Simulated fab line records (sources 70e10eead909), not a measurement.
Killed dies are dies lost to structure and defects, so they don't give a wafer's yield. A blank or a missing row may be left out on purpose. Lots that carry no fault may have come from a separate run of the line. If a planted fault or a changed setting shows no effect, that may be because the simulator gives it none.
The tool behind it: which one?    flow nand_harc    12 lots with 36 wafers sampled at 2 steps, on a route of 1302 steps

== WHAT EACH GAUGE READ, for each wafer ==
NHARC_A_ONON_D2_THK_MEAS_02: measures by ellipsometry.
lot   measured      on             thk_nm (nm)
L075  day 12 10:26  film_metro-01  986 988 989
L078  day 13 22:10  film_metro-01  998 998 998
L079  day 14 18:23  film_metro-01  1023 1018 1020
L081  day 15 07:10  film_metro-02  996 996 997
L083  day 16 05:50  film_metro-02  981 981 979
L085  day 17 14:26  film_metro-01  989 988 991
L088  day 18 16:34  film_metro-02  1005 1006 1005
L087  day 19 00:50  film_metro-02  999 1001 1000
L092  day 19 13:50  film_metro-02  1006 1005 1007
L094  day 20 19:49  film_metro-01  1001 999 1000
L095  day 21 15:17  film_metro-01  1010 1009 1010
L097  day 21 22:57  film_metro-01  995 998 997

== WHAT TOOL EACH LOT RAN ON (gives the tool, then ch and the chambers of the sampled wafers, and finally the start) ==
lot   NHARC_A_DECK1_JOINT_ETCHBACK_00
L075  rie_si-05 ch 2,3, day 11 12:52
L078  rie_si-05 ch 2,3, day 12 17:17
L079  rie_si-05 ch 1,2, day 13 08:25
L081  rie_si-06 ch 0,1,3, day 14 04:22
L083  rie_si-02 ch 0,1,2, day 15 07:17
L085  rie_si-05 ch 1,2,3, day 16 08:08
L088  rie_si-06 ch 0,3, day 17 16:56
L087  rie_si-02 ch 0,1,3, day 17 23:32
L092  rie_si-06 ch 0,2,3, day 18 15:39
L094  rie_si-02 ch 0,1,3, day 19 15:32
L095  rie_si-06 ch 0,2, day 20 10:54
L097  rie_si-02 ch 0,2,3, day 20 22:04
- NHARC_A_DECK1_JOINT_ETCHBACK_00: etches the open film in HBr, target depth 30 nm, time 17.4 s.

== THE ANSWER, worked out from the rows above alone ==
Rule: the lots themselves supply what counts as usual. The widest of any qualifying gaps counts: lots, ordered by their means at a reading, are off when they make up no more than a third of the lots, leave a main group of 4 or more, and stand apart from it by 3 or more times the standard deviation of that group's means. Not used: any main group whose means are identical at the precision the tables above print for the reading. A lot without any number at a reading at which 4 lots or more have one is off too. The other lots that the step has rows for count as sound.
No lot is off at any reading shown: from this, nothing can be told.

== WHAT HAD BEEN PUT IN BY THE SIMULATOR ==
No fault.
